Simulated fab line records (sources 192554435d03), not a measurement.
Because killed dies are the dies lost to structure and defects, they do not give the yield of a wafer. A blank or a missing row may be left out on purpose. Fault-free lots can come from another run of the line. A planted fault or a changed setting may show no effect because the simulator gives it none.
Matching of chambers :: flow n5_finfet :: N5_FIN_SAQP_ETCH_52 on rie_diel-04 has 4 sister chambers
The step etches SOC in N2/H2, target depth 100 nm, overetch 20 nm, time 150 s. 8 wafers are shown with their chamber, then 7 later ones without.

== WAFERS PAIRED WITH THEIR CHAMBERS ==
wafer: L086.4
chamber: 1
showerhead_plenum_p_Torr (Torr): 2.49
drypump_motor_current_A (A): 5.9

wafer: L087.4
chamber: 1
showerhead_plenum_p_Torr (Torr): 2.49
drypump_motor_current_A (A): 5.8

wafer: L087.5
chamber: 3
showerhead_plenum_p_Torr (Torr): 2.46
drypump_motor_current_A (A): 5.0

wafer: L089.3
chamber: 2
showerhead_plenum_p_Torr (Torr): 2.67
drypump_motor_current_A (A): 5.1

wafer: L089.4
chamber: 0
showerhead_plenum_p_Torr (Torr): 2.72
drypump_motor_current_A (A): 5.5

wafer: L089.6
chamber: 3
showerhead_plenum_p_Torr (Torr): 2.45
drypump_motor_current_A (A): 5.0

wafer: L090.4
chamber: 0
showerhead_plenum_p_Torr (Torr): 2.72
drypump_motor_current_A (A): 5.6

wafer: L090.5
chamber: 2
showerhead_plenum_p_Torr (Torr): 2.67
drypump_motor_current_A (A): 5.1

== WAFERS WITHOUT THEIR CHAMBER ==
wafer: L090.6
showerhead_plenum_p_Torr (Torr): 2.49
drypump_motor_current_A (A): 5.8

wafer: L093.1
showerhead_plenum_p_Torr (Torr): 2.67
drypump_motor_current_A (A): 5.1

wafer: L093.5
showerhead_plenum_p_Torr (Torr): 2.67
drypump_motor_current_A (A): 5.1

wafer: L093.6
showerhead_plenum_p_Torr (Torr): 2.48
drypump_motor_current_A (A): 5.9

wafer: L095.1
showerhead_plenum_p_Torr (Torr): 2.48
drypump_motor_current_A (A): 5.8

wafer: L095.3
showerhead_plenum_p_Torr (Torr): 2.45
drypump_motor_current_A (A): 5.0

wafer: L095.5
showerhead_plenum_p_Torr (Torr): 2.48
drypump_motor_current_A (A): 5.8

== WHICH CHAMBER EACH ONE RAN IN ==
wafer: L090.6
from the rows above: 1
in truth: 1

wafer: L093.1
from the rows above: 2
in truth: 2

wafer: L093.5
from the rows above: 2
in truth: 2

wafer: L093.6
from the rows above: 1
in truth: 1

wafer: L095.1
from the rows above: 1
in truth: 1

wafer: L095.3
from the rows above: 3
in truth: 3

wafer: L095.5
from the rows above: 1
in truth: 1
7 of 7 placed correctly. Number that these rows cannot place: 0. Number placed wrongly: 0.
How it was worked out, from the rows above alone: a wafer's distance from a chamber is the root of the sum, over the readings, of the square of ((its reading less the chamber's mean) divided by the reading's scatter). The wafer belongs to the nearest chamber; if the next one is less than 2 further off, it can't be placed. The mean given for a chamber averages the wafers shown for that chamber. The scatter is the square root of a quotient: the sum, over the shown wafers, of each reading's squared deviation from its chamber's mean, divided by wafers minus chambers.
